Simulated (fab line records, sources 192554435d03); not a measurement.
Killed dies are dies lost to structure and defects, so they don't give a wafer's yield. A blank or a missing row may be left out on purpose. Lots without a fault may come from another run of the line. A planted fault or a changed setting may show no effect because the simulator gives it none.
Chamber matching | flow n5_finfet | N5_BEOL_M8_DESCUM_16 on rie_diel-03: 4 sister chambers
The step chemistry O2, time 7.9 s. 8 wafers are shown with their chamber, then 11 later ones without.

WAFERS WITH THEIR CHAMBER
wafer  | chamber | drypump_motor_current_A (A) | showerhead_plenum_p_Torr (Torr)
L080.5 | 0       | 5.9                         | 2.22
L082.4 | 2       | 5.3                         | 2.16
L088.2 | 3       | 5.2                         | 2.15
L088.4 | 0       | 5.8                         | 2.21
L090.1 | 2       | 5.3                         | 2.15
L090.3 | 3       | 5.2                         | 2.14
L090.4 | 1       | 5.3                         | 2.13
L091.3 | 1       | 5.3                         | 2.13

WAFERS WITHOUT THEIR CHAMBER
wafer  | drypump_motor_current_A (A) | showerhead_plenum_p_Torr (Torr)
L091.4 | 5.3                         | 2.15
L091.5 | 5.3                         | 2.13
L093.1 | 5.9                         | 2.20
L093.4 | 5.8                         | 2.20
L093.5 | 5.9                         | 2.20
L097.2 | 5.3                         | 2.12
L097.3 | 5.8                         | 2.20
L097.5 | 5.9                         | 2.20
L095.2 | 5.9                         | 2.20
L095.3 | 5.3                         | 2.15
L095.6 | 5.3                         | 2.15

WHICH CHAMBER EACH WENT THROUGH
wafer  | from the rows above | in truth
L091.4 | 2                   | 2
L091.5 | 1                   | 1
L093.1 | 0                   | 0
L093.4 | 0                   | 0
L093.5 | 0                   | 0
L097.2 | 1                   | 1
L097.3 | 0                   | 0
L097.5 | 0                   | 0
L095.2 | 0                   | 0
L095.3 | 2                   | 2
L095.6 | 2                   | 2
Placed correctly: 11 of 11. Can't be placed from these rows: 0. Placed wrongly: 0.
How it was worked out, from the rows above alone: a wafer's distance from a chamber is the root of the sum, over the readings, of the square of ((its reading less the chamber's mean) divided by the reading's scatter). The wafer belongs to the nearest chamber; if the next one is less than 2 further off, it can't be placed. A chamber's mean is the mean of its shown wafers. The scatter: the root of (the sum of the squares of (reading less its chamber's mean) over the shown wafers, divided by (wafers less chambers)).
